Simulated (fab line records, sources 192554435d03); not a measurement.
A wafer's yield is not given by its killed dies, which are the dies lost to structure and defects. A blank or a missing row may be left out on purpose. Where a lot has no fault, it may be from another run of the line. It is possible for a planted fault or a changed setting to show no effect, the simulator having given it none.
Split-lot trial    flow n5_finfet    on a route of 1938 steps: 7 lots, 21 wafers read

## THE SPLIT
At N5_SD_EPI_P_EPI_21 (deposits SiGe:B, time 355 s), the setting epi_growth_time_s was moved away from the recipe's 355 s on 6 of the 21 wafers read, by -10.3% to +8.1%. All remaining wafers had this setting at the recipe value.

Reading taken at the split's own step.

## THE READING
SiGe-B_of_SD_EPI_P_EPI_21.thk_nm (the simulator's own value, which no gauge read), in nm, at N5_SD_EPI_P_EPI_21 (deposits SiGe:B, time 355 s). The file gives no usual value for it. Average 60.9 nm, standard deviation 0.36 nm, over the 15 wafers here run with the recipe.

wafer   tool, chamber at the split  epi_growth_time_s as run, s  against the recipe  SiGe-B_of_SD_EPI_P_EPI_21.thk_nm, nm  against lot-mates on the recipe
L076.1  epi_rpcvd-01, 0             355                          recipe              60.8                                  -
L076.3  epi_rpcvd-01, 0             355                          recipe              60.6                                  -
L076.5  epi_rpcvd-01, 0             383.8                        +8.1%               63.8                                  +3.1
L077.1  epi_rpcvd-01, 0             355                          recipe              61                                    -
L077.2  epi_rpcvd-01, 0             318.4                        -10.3%              56.4                                  -4.6
L077.6  epi_rpcvd-01, 0             318.4                        -10.3%              57                                    -4.0
L079.4  epi_rpcvd-01, 0             355                          recipe              60.6                                  -
L079.5  epi_rpcvd-01, 0             345.1                        -2.8%               60                                    -0.9
L079.6  epi_rpcvd-01, 0             355                          recipe              61.2                                  -
L081.1  epi_rpcvd-01, 0             321                          -9.6%               57.8                                  -3.2
L081.5  epi_rpcvd-01, 0             321                          -9.6%               57.6                                  -3.4
L081.6  epi_rpcvd-01, 0             355                          recipe              61                                    -
L082.2  epi_rpcvd-03, 0             355                          recipe              60.2                                  -
L082.3  epi_rpcvd-03, 0             355                          recipe              61                                    -
L082.5  epi_rpcvd-03, 0             355                          recipe              60.6                                  -
L086.1  epi_rpcvd-03, 0             355                          recipe              61                                    -
L086.2  epi_rpcvd-03, 0             355                          recipe              61.6                                  -
L086.4  epi_rpcvd-03, 0             355                          recipe              61.6                                  -
L087.1  epi_rpcvd-02, 0             355                          recipe              60.8                                  -
L087.2  epi_rpcvd-02, 0             355                          recipe              61                                    -
L087.4  epi_rpcvd-02, 0             355                          recipe              60.6                                  -

FIT RESULTS
A straight line over all 21 wafers: SiGe-B_of_SD_EPI_P_EPI_21.thk_nm changes by +0.371 nm for each +1% of epi_growth_time_s; r = +0.98; the points scatter about the line by 0.38 nm.
The same after taking each lot's own level away (the mean of its wafers on the recipe; 21 wafers): +0.383 nm for each +1%; r = +0.99; scatter 0.29 nm.
According to that fit, moving epi_growth_time_s by its largest amount changes the reading by 3.9 nm.
From 60.60 to 61.40 nm: that is the span of the lots' own levels, equal to 2.2 times the standard deviation above.
So the lot-to-lot level changes the slope little: the two slopes agree.
Check: with one of the wafers moved furthest among these (-10.3%) left out of the fit, the line predicts -3.74 nm for it against its lot-mates. Against them it came out at -4.6 nm.

## THE OTHER SPLITS THESE WAFERS WENT THROUGH
These wafers also went through other splits before the reading. Each is held against what the fit with the lots' levels taken away leaves over:
other split on the same wafers         wafers away from the commonest value  r with SiGe-B_of_SD_EPI_P_EPI_21.thk_nm (lot level and that fit taken away)
N5_WELL_APT_EXPOSE_22 dose_mj          7                                     +0.34
N5_WELL_APT_PEB_23 peb_temp_c          5                                     -0.02
N5_FIN_SAQP_SPACER1_ALD_24 ald_cycles  8                                     +0.12
N5_FIN_CUT_COAT_19 spin_rpm            7                                     +0.07
N5_FIN_CUT_EXPOSE_05 dose_mj           8                                     +0.12
N5_SD_EPI_N_ETCH_45 target_depth_a     8                                     +0.14

## THE FILE'S OWN FIT
SiGe-B_of_SD_EPI_P_EPI_21.thk_nm changes by +0.381 nm for each +1% of epi_growth_time_s, r = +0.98.
